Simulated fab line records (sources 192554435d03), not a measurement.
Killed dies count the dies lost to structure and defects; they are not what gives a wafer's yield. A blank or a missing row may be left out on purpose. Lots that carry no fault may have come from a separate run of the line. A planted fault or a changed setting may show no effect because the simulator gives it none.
fab line records -- flow n5_finfet
[record] lots = 7, wafers = 21
route steps=1938 shown BEOL_M8@1386 BEOL_M9@1431 BEOL_M10@1488
start_h: the number of hours between the record's first day and the start of the first shown wafer of the lot -- wait_h: hours from the lot's prior step to this one -- " repeats the value in the row above -- L1.1+2: one row covering several wafers at once -- - value missing, or start not given -- * or withheld: withheld -- < > ~ a bound
route shown NAME@n: NAME is a module with steps in the file, n the number in the route of the first one -- usual: average and standard deviation across the fault-free wafers -- same: alike in all rows -- chamber/n: place in a boat -- sites: the reading at each site -- _std_site: how widely they spread, as a standard deviation -- _edge_site: inner sites' mean taken away from outer sites' mean -- radius_mm: for every site, how far away it sits from the centre of the wafer -- mask NAME#n: copy n -- behind: the tool/chamber that last shaped the wafer -- hold: the reason the lot was held/the length of the hold in hours/how it ended -- device: which transistor (n, p or np) failed to switch -- end of line: the tests these same wafers got at the end of their route -- a step without rows: its recipe alone -- killed: dies that structure and defects cost at the first sort, which is not the same as the wafer's yield -- map: shows each die of a wafer: x if killed, . if not, _ if none is there
set.NAME: the run value of the setting; set.NAME@STEP: its run value at that earlier step -- model.NAME: the simulator's own value behind a step, which no gauge read
one table per step and one row per wafer, for lots whose settings were changed on purpose
[[steps]]
[step N5_BEOL_M8_CURE_75]
[recipe] temp_c = 370, time_s = 120, ambient = DMADMS/He, material = SiCOH_lowk
lot.wafer,tool,chamber,start_h,wait_h,set.time_s
L076.1+4+5,uv_cure-02,2,234.71,0.0,120
L080.1+4,uv_cure-03,0,246.18,0.0,120
L080.2,uv_cure-03,0,246.18,0.0,94.36
L081.3+4,uv_cure-02,2,249.17,0.3,112.1
L081.5,uv_cure-02,2,249.17,0.3,120
L090.4+5+6,uv_cure-01,2,307.14,0.2,120
L091.2+3,uv_cure-02,1,315.68,0.1,145.6
L091.6,uv_cure-02,1,315.68,0.1,120
L092.2+4+5,uv_cure-02,0,330.40,0.1,120
L097.2,uv_cure-02,2,356.55,0.1,130.5
L097.3+4,uv_cure-02,2,356.55,0.1,120
[step N5_BEOL_M8_DEGAS_44]
[recipe] ambient = vacuum, temp_c = 250, time_s = 60
[step N5_BEOL_M8_PRE_CLEAN_45]
[recipe] gas = H2/He, time_s = 30, temp_c = 250
[step N5_BEOL_M8_ECD_50]
[recipe] material = Cu, target_thk_a = 3000
[step N5_BEOL_M8_ANNEAL_51]
[recipe] temp_c = 225, time_s = 90, ambient = N2
[step N5_BEOL_M8_CMP_52]
[recipe] stop_on = SiCOH_lowk, t_overpolish_s = 6.9, down_force_psi = 1, platen_rpm = 50, clearing_platen_down_force_psi = 1.5, clearing_platen_rpm = 50, post_cmp_clean = cu_alkaline, target_thk_nm = 80, clearing_platen_pad_velocity_m_s = 0.99484, pad_velocity_m_s = 0.99484
lot.wafer,tool,chamber,start_h,wait_h,set.time_s@BEOL_M8_TRENCH_ETCH_37,model.Cu_of_BEOL_M8_ECD_50.thk_nm
L076.1,cmp-02,0,237.48,0.3,31.2,81.6
L076.4,cmp-02,3,237.48,0.3,31.2,79.8
L076.5,cmp-02,0,237.48,0.3,31.2,82.4
L080.1,cmp-01,1,249.63,0.3,31.2,82.6
L080.4,cmp-01,3,249.63,0.3,31.2,82.2
L080.2,cmp-01,0,249.63,0.3,31.2,78.8
L081.3,cmp-03,1,250.74,0.2,31.2,81.2
L081.4,cmp-03,3,250.74,0.2,31.2,80.4
L081.5,cmp-03,2,250.74,0.2,31.2,81.6
L090.4,cmp-03,1,309.48,0.1,31.2,81.2
L090.5,cmp-03,1,309.48,0.1,31.2,79.6
L090.6,cmp-03,2,309.48,0.1,31.2,82.2
L091.2,cmp-03,1,317.58,0.2,33.9,86.4
L091.3,cmp-03,2,317.58,0.2,33.9,87.8
L091.6,cmp-03,1,317.58,0.2,31.2,77.8
L092.4,cmp-02,2,332.23,0.2,31.2,82.2
L092.2,cmp-02,3,332.23,0.2,31.2,80.6
L092.5,cmp-02,1,332.23,0.2,28.89,72.2
L097.4,cmp-01,2,358.58,0.2,31.2,78.2
L097.3,cmp-01,3,358.58,0.2,31.2,79.6
L097.2,cmp-01,0,358.58,0.2,31.2,79
[step N5_BEOL_M8_THK_MEAS_53]
[recipe] thk_meas_gauge = xrf, reads = Cu_of_BEOL_M8_ECD_50
[usual] M8_THK = 79.2/1.8
lot.wafer,tool,chamber,start_h,wait_h,set.time_s@BEOL_M8_TRENCH_ETCH_37,M8_THK[nm]
L076.1,film_metro-01,-,237.77,-,31.2,81.0
L076.4,film_metro-01,-,237.77,-,31.2,79.3
L076.5,film_metro-01,-,237.77,-,31.2,81.5
L080.1,film_metro-02,-,249.92,-,31.2,81.5
L080.2,film_metro-02,-,249.92,-,31.2,77.6
L080.4,film_metro-02,-,249.92,-,31.2,81.4
L081.3,film_metro-01,-,251.04,-,31.2,81.3
L081.4,film_metro-01,-,251.04,-,31.2,80.1
L081.5,film_metro-01,-,251.04,-,31.2,81.4
L090.4,film_metro-01,-,309.78,-,31.2,80.2
L090.5,film_metro-01,-,309.78,-,31.2,78.9
L090.6,film_metro-01,-,309.78,-,31.2,81.7
L091.2,film_metro-02,-,317.84,-,33.9,85.2
L091.3,film_metro-02,-,317.84,-,33.9,86.4
L091.6,film_metro-02,-,317.84,-,31.2,76.7
L092.2,film_metro-02,-,332.45,-,31.2,79.8
L092.4,film_metro-02,-,332.45,-,31.2,81.3
L092.5,film_metro-02,-,332.45,-,28.89,71.2
L097.2,film_metro-01,-,358.83,-,31.2,78.1
L097.3,film_metro-01,-,358.83,-,31.2,79.0
L097.4,film_metro-01,-,358.83,-,31.2,78.1
[step N5_BEOL_M8_PRE_CLEAN_55]
[recipe] gas = NH3, time_s = 15, temp_c = withheld, rf_power_w = 300
[step N5_BEOL_M8_DEP_56]
[recipe] material = SiCN, target_thk_a = 100, temp_c = withheld, precursor = 3MS/NH3, pressure_torr = 3, rf_w = 202, time_s = 17.5
[step N5_BEOL_M8_RS_MEAS_57]
[recipe] thk_meas_gauge = four-point-probe, reads = Cu_of_BEOL_M8_ECD_50+Co_of_BEOL_M8_CVD_78+TaN_of_BEOL_M8_ALD_77
[usual] M8_RS = 0.286/0.0069
lot.wafer,tool,chamber,start_h,wait_h,set.time_s@BEOL_M8_TRENCH_ETCH_37,M8_RS[ohm/sq]
L076.1,film_metro-01,-,237.90,0.1,31.2,0.280
L076.4,film_metro-01,-,237.90,0.1,31.2,0.287
L076.5,film_metro-01,-,237.90,0.1,31.2,0.277
L080.1,film_metro-01,-,250.05,0.1,31.2,0.276
L080.2,film_metro-01,-,250.05,0.1,31.2,0.291
L080.4,film_metro-01,-,250.05,0.1,31.2,0.277
L081.3,film_metro-01,-,251.17,0.1,31.2,0.281
L081.4,film_metro-01,-,251.17,0.1,31.2,0.284
L081.5,film_metro-01,-,251.17,0.1,31.2,0.280
L090.4,film_metro-02,-,309.91,0.0,31.2,0.281
L090.5,film_metro-02,-,309.91,0.0,31.2,0.287
L090.6,film_metro-02,-,309.91,0.0,31.2,0.278
L091.2,film_metro-02,-,317.97,0.1,33.9,0.262
L091.3,film_metro-02,-,317.97,0.1,33.9,0.257
L091.6,film_metro-02,-,317.97,0.1,31.2,0.296
L092.2,film_metro-01,-,332.61,0.1,31.2,0.284
L092.4,film_metro-01,-,332.61,0.1,31.2,0.277
L092.5,film_metro-01,-,332.61,0.1,28.89,0.323
L097.2,film_metro-02,-,358.96,0.1,31.2,0.291
L097.3,film_metro-02,-,358.96,0.1,31.2,0.288
L097.4,film_metro-02,-,358.96,0.1,31.2,0.294
[step N5_BEOL_M9_EXPOSE_25]
[recipe] mask_id = V8, na = 0.33, source_shape = annular, sigma_inner = 0.4, sigma_outer = 0.8, polarization = unpolarized, dose_mj = 37.25
lot.wafer,tool,chamber,start_h,wait_h,mask,set.dose_mj
L076.1+4+5,euv_scanner-02,0,242.61,-,V8#0,37.25
L080.1+2,euv_scanner-01,0,254.33,-,V8#0,37.25
L080.4,euv_scanner-01,0,254.33,-,V8#0,35.42
L081.3+5,euv_scanner-01,0,254.38,-,V8#0,37.25
L081.4,euv_scanner-01,0,254.38,-,V8#0,39.67
L090.4+5+6,euv_scanner-01,0,314.13,-,V8#0,37.25
L091.2+3,euv_scanner-01,0,321.93,-,V8#0,38.72
L091.6,euv_scanner-01,0,321.93,-,V8#0,37.25
L092.2,euv_scanner-02,0,337.61,-,V8#0,37.25
L092.4+5,euv_scanner-02,0,337.61,-,V8#0,36.22
L097.2+3,euv_scanner-01,0,364.36,-,V8#0,37.25
L097.4,euv_scanner-01,0,364.36,-,V8#0,34.55
[step N5_BEOL_M9_PEB_26]
[recipe] peb_temp_c = 100, peb_time_s = 60, resist = CAR-EUV
[step N5_BEOL_M9_DEVELOP_27]
[recipe] develop_time_s = 30, developer = TMAH, resist = CAR-EUV, rinse_liquid = surfactant_rinse, dry = air_spin, dev_temp_c = 23
[step N5_BEOL_M9_CD_MEAS_28]
[recipe] target_cd_nm = 70, landing_energy_ev = 500, detector = se_inlens, polarity = opening
[usual] cd_nm = 69.96/0.26
lot.wafer,tool,chamber,start_h,wait_h,set.dose_mj@BEOL_M9_EXPOSE_25,cd_nm
L076.1,cd_sem-03,0,242.74,-,37.25,69.56
L076.4,cd_sem-03,0,242.74,-,37.25,69.98
L076.5,cd_sem-03,0,242.74,-,37.25,69.69
L080.1,cd_sem-02,0,254.46,-,37.25,69.88
L080.2,cd_sem-02,0,254.46,-,37.25,69.64
L080.4,cd_sem-02,0,254.46,-,35.42,68.63
L081.3,cd_sem-03,0,254.50,-,37.25,70.29
L081.4,cd_sem-03,0,254.50,-,39.67,71.44
L081.5,cd_sem-03,0,254.50,-,37.25,70.10
L090.4,cd_sem-02,0,314.24,-,37.25,69.80
L090.5,cd_sem-02,0,314.24,-,37.25,69.81
L090.6,cd_sem-02,0,314.24,-,37.25,69.58
L091.2,cd_sem-01,0,322.05,-,38.72,70.76
L091.3,cd_sem-01,0,322.05,-,38.72,71.21
L091.6,cd_sem-01,0,322.05,-,37.25,70.13
L092.2,cd_sem-01,0,337.73,-,37.25,70.73
L092.4,cd_sem-01,0,337.73,-,36.22,69.19
L092.5,cd_sem-01,0,337.73,-,36.22,69.60
L097.2,cd_sem-01,0,364.48,-,37.25,69.93
L097.3,cd_sem-01,0,364.48,-,37.25,69.66
L097.4,cd_sem-01,0,364.48,-,34.55,68.09
[step N5_BEOL_M10_ETCH_62]
[recipe] chemistry = N2/H2, target = SOC, target_depth_a = 1100, overetch_a = 220, mask_material = SiARC, temp_c = 40, time_s = 165, ion_energy_ev = 200, pressure_mtorr = 30, source_w = 840, bias_w = 150, n2_flow_sccm = 200, h2_flow_sccm = 200
lot.wafer,tool,chamber,start_h,wait_h,set.time_s,model.SiARC_of_BEOL_M10_COAT_60.thk_nm
L076.1+5,rie_diel-04,"2,1",249.45,0.0,187.3,22.6
L076.4,rie_diel-04,3,249.45,0.0,165,23.4
L080.1+2+4,rie_diel-06,"0,2,1",261.91,0.0,165,23.6
L081.3+4,rie_diel-05,1,262.12,0.0,165,23.4
L081.5,rie_diel-05,0,262.12,0.0,128.2,25
L090.4+6,rie_diel-05,"3,2",320.15,0.0,165,23.6
L090.5,rie_diel-05,1,320.15,0.0,165,23.4
L091.2+6,rie_diel-05,"1,3",327.25,0.0,165,23.8
L091.3,rie_diel-05,2,327.25,0.0,165,23.6
L092.2+4,rie_diel-06,0,343.93,0.0,175.8,23
L092.5,rie_diel-06,3,343.93,0.0,165,23.6
L097.2+4,rie_diel-06,0,371.43,0.0,141.9,24.4
L097.3,rie_diel-06,2,371.43,0.0,165,23.6
[step N5_BEOL_M10_STRIP_68]
[recipe] chemistry = N2/H2, temp_c = 40, n2_flow_sccm = 200, h2_flow_sccm = 200, rf_frequency_hz = 6e+07
[step N5_BEOL_M10_STRIP_67]
[recipe] chemistry = CF4, resist = SiARC, power_w = 300, bias_power_w = 75, pressure_mtorr = 50, cf4_flow_sccm = 150, rf_frequency_hz = 6e+07
[step N5_BEOL_M10_HM_OPEN_17]
[recipe] chemistry = Cl2/BCl3, target_depth_a = 200, overetch_a = 60, target = TiN, mask_material = SOC, ion_energy_ev = 150, pressure_mtorr = 10, icp_w = 1000, bias_w = 126, Cl2_flow_sccm = 53.25, bcl3_flow_sccm = 21.75, Ar_flow_sccm = 25
lot.wafer,tool,chamber,start_h,wait_h,set.time_s@BEOL_M10_ETCH_62,model.etch.depth_nm
L076.1,rie_metal-03,1,249.63,0.0,187.3,17.86
L076.4,rie_metal-03,1,249.63,0.0,165,20.01
L076.5,rie_metal-03,0,249.63,0.0,187.3,17.79
L080.1+2,rie_metal-01,"0,1",262.10,0.0,165,19.8
L080.4,rie_metal-01,0,262.10,0.0,165,19.53
L081.3,rie_metal-01,1,262.33,0.1,165,20.35
L081.4,rie_metal-01,0,262.33,0.1,165,20.16
L081.5,rie_metal-01,1,262.33,0.1,128.2,20.2
L090.4,rie_metal-02,1,320.36,0.1,165,20.06
L090.5,rie_metal-02,0,320.36,0.1,165,20.13
L090.6,rie_metal-02,1,320.36,0.1,165,20.05
L091.2,rie_metal-01,1,327.47,0.1,165,20.03
L091.3,rie_metal-01,1,327.47,0.1,165,20.01
L091.6,rie_metal-01,1,327.47,0.1,165,19.99
L092.2,rie_metal-03,1,344.11,0.0,175.8,18.96
L092.4,rie_metal-03,0,344.11,0.0,175.8,19.21
L092.5,rie_metal-03,0,344.11,0.0,165,20.15
L097.2,rie_metal-01,1,371.61,0.0,141.9,20.22
L097.3,rie_metal-01,0,371.61,0.0,165,20
L097.4,rie_metal-01,1,371.61,0.0,141.9,20.14
[step N5_BEOL_M10_COAT_64]
[recipe] resist = SiARC, temp_c = 220, time_s = 60, spin_rpm = 1500, resist_thk_nm = 30
lot.wafer,tool,chamber,start_h,wait_h,set.spin_rpm,model.SiARC_of_BEOL_M10_COAT_64.thk_nm
L076.1,litho_track-04,0,-,-,1500,30
L076.4,litho_track-04,0,-,-,1659,28.4
L076.5,litho_track-04,0,-,-,1659,28.6
L080.1+2+4,litho_track-02,0,-,-,1500,30
L081.3+4,litho_track-05,0,-,-,1500,30
L081.5,litho_track-05,0,-,-,1500,30.2
L090.4,litho_track-05,0,-,-,1500,30.2
L090.5+6,litho_track-05,0,-,-,1500,30
L091.2+6,litho_track-05,0,-,-,1500,30
L091.3,litho_track-05,0,-,-,1388,31.2
L092.2+4+5,litho_track-04,0,-,-,1500,30.2
L097.2+4,litho_track-05,0,-,-,1500,30.2
L097.3,litho_track-05,0,-,-,1383,31.4
[step N5_BEOL_M10_COAT_22]
[recipe] resist = CAR-ArF, spin_rpm = 1500, resist_thk_nm = 90
[step N5_BEOL_M10_EBR_24]
[recipe] solvent = PGMEA, ebr_width_mm = 1.5
[step N5_BEOL_M10_DESCUM_33]
[recipe] chemistry = O2, time_s = 7.9, source_power_w = 50, bias_power_w = 20, pressure_mtorr = 20, rf_frequency_hz = 2.712e+07, temp_c = 40, resist = CAR-ArF, o2_flow_sccm = 225
[step N5_BEOL_M10_ETCH_65]
[recipe] chemistry = CF4, target = SiARC, target_depth_a = 390, mask_material = CAR-ArF, time_s = 65, ion_energy_ev = 80, pressure_mtorr = 40, source_w = 545, bias_w = 36, Ar_flow_sccm = 100, cf4_flow_sccm = 100, ends = cleared
[usual] etch_rf_on_time_s = 65.0/0.81
lot.wafer,tool,chamber,start_h,wait_h,set.spin_rpm@BEOL_M10_COAT_64,etch_rf_on_time_s,model.CAR-ArF_of_BEOL_M10_COAT_22.thk_nm,model.etch.depth_nm
L076.1,rie_diel-05,2,251.94,0.0,1500,64.8,55.8,29.96
L076.4,rie_diel-05,1,251.94,0.0,1659,61.6,57.2,28.42
L076.5,rie_diel-05,1,251.94,0.0,1659,61.3,57.2,28.55
L080.1,rie_diel-04,2,262.69,0.0,1500,64.5,55.6,30.07
L080.2,rie_diel-04,3,262.69,0.0,1500,64.6,55.8,30.02
L080.4,rie_diel-04,1,262.69,0.0,1500,64.3,55.6,30.06
L081.3,rie_diel-04,2,263.15,0.0,1500,64.4,55,30.04
L081.4,rie_diel-04,1,263.15,0.0,1500,64.8,54.8,30.06
L081.5,rie_diel-04,3,263.15,0.0,1500,64.5,54.8,30.1
L090.4,rie_diel-04,3,322.96,0.0,1500,65.1,55.4,30.15
L090.5,rie_diel-04,1,322.96,0.0,1500,65.0,55.4,29.98
L090.6,rie_diel-04,0,322.96,0.0,1500,63.1,55.2,30.09
L091.2,rie_diel-06,1,329.22,0.0,1500,65.6,55.2,30.02
L091.3,rie_diel-06,3,329.22,0.0,1388,68.5,54.2,31.18
L091.6,rie_diel-06,3,329.22,0.0,1500,65.6,55.4,29.96
L092.2,rie_diel-05,2,347.50,0.0,1500,65.5,55.4,30.11
L092.4,rie_diel-05,3,347.50,0.0,1500,66.5,55.2,30.23
L092.5,rie_diel-05,1,347.50,0.0,1500,65.8,55.2,30.22
L097.2,rie_diel-05,1,375.07,0.0,1500,66.3,55.8,30.16
L097.3,rie_diel-05,3,375.07,0.0,1383,70.2,54.6,31.39
L097.4,rie_diel-05,2,375.07,0.0,1500,66.1,55.8,30.18
[step N5_BEOL_M10_ETCH_66]
[recipe] chemistry = N2/H2, target = SOC, target_depth_a = 1200, overetch_a = 240, mask_material = SiARC, temp_c = 40, time_s = 180, ion_energy_ev = 200, pressure_mtorr = 30, source_w = 840, bias_w = 150, n2_flow_sccm = 200, h2_flow_sccm = 200
lot.wafer,tool,chamber,start_h,wait_h,set.spin_rpm@BEOL_M10_COAT_64,model.SiARC_of_BEOL_M10_COAT_64.thk_nm
L076.1,rie_diel-05,2,251.99,0.0,1500,22.6
L076.4+5,rie_diel-05,1,251.99,0.0,1659,21.2
L080.1+2+4,rie_diel-04,"2,3,1",262.74,0.0,1500,22.8
L081.3+4+5,rie_diel-04,"2,1,3",263.20,0.0,1500,22.8
L090.4,rie_diel-04,3,323.01,0.0,1500,22.8
L090.5+6,rie_diel-04,"1,0",323.01,0.0,1500,22.6
L091.2+6,rie_diel-06,"1,3",329.27,0.0,1500,22.8
L091.3,rie_diel-06,3,329.27,0.0,1388,24
L092.2,rie_diel-05,2,347.55,0.0,1500,22.8
L092.4+5,rie_diel-05,"3,1",347.55,0.0,1500,23
L097.2+4,rie_diel-05,"1,2",375.12,0.0,1500,23
L097.3,rie_diel-05,3,375.12,0.0,1383,24.2
[[key]]
[split] step = N5_BEOL_M8_CURE_75, setting = time_s, stated = 120, by = wafer
response none clear
[split] step = N5_BEOL_M9_EXPOSE_25, setting = dose_mj, stated = 37.25, by = wafer
[response] step = N5_BEOL_M9_CD_MEAS_28, reading = cd_nm, change = +0.233, per = 1%, r = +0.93
[split] step = N5_BEOL_M10_ETCH_62, setting = time_s, stated = 165, by = wafer
[response] step = N5_BEOL_M10_ETCH_62, reading = model.SiARC_of_BEOL_M10_COAT_60.thk_nm, change = -0.0671, per = 1%, r = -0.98
[response] step = N5_BEOL_M10_HM_OPEN_17, reading = model.etch.depth_nm, shape = bent, at_lowest = 20.2, at_stated = 20.01, at_highest = 17.83
[split] step = N5_BEOL_M10_COAT_64, setting = spin_rpm, stated = 1500, by = wafer
[response] step = N5_BEOL_M10_COAT_64, reading = model.SiARC_of_BEOL_M10_COAT_64.thk_nm, change = -0.149, per = 1%, r = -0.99
[response] step = N5_BEOL_M10_ETCH_65, reading = etch_rf_on_time_s, change = *, per = 1%, r = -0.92
[response] step = N5_BEOL_M10_ETCH_65, reading = model.CAR-ArF_of_BEOL_M10_COAT_22.thk_nm, change = +0.142, per = 1%, r = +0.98
[response] step = N5_BEOL_M10_ETCH_65, reading = model.etch.depth_nm, change = -0.149, per = 1%, r = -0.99
[response] step = N5_BEOL_M10_ETCH_66, reading = model.SiARC_of_BEOL_M10_COAT_64.thk_nm, change = -0.145, per = 1%, r = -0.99
split outside_this_file step=N5_BEOL_M8_TRENCH_ETCH_37 setting=time_s
// split outside_this_file: this setting was split too, and the file shows its column; the key of that split is in another file
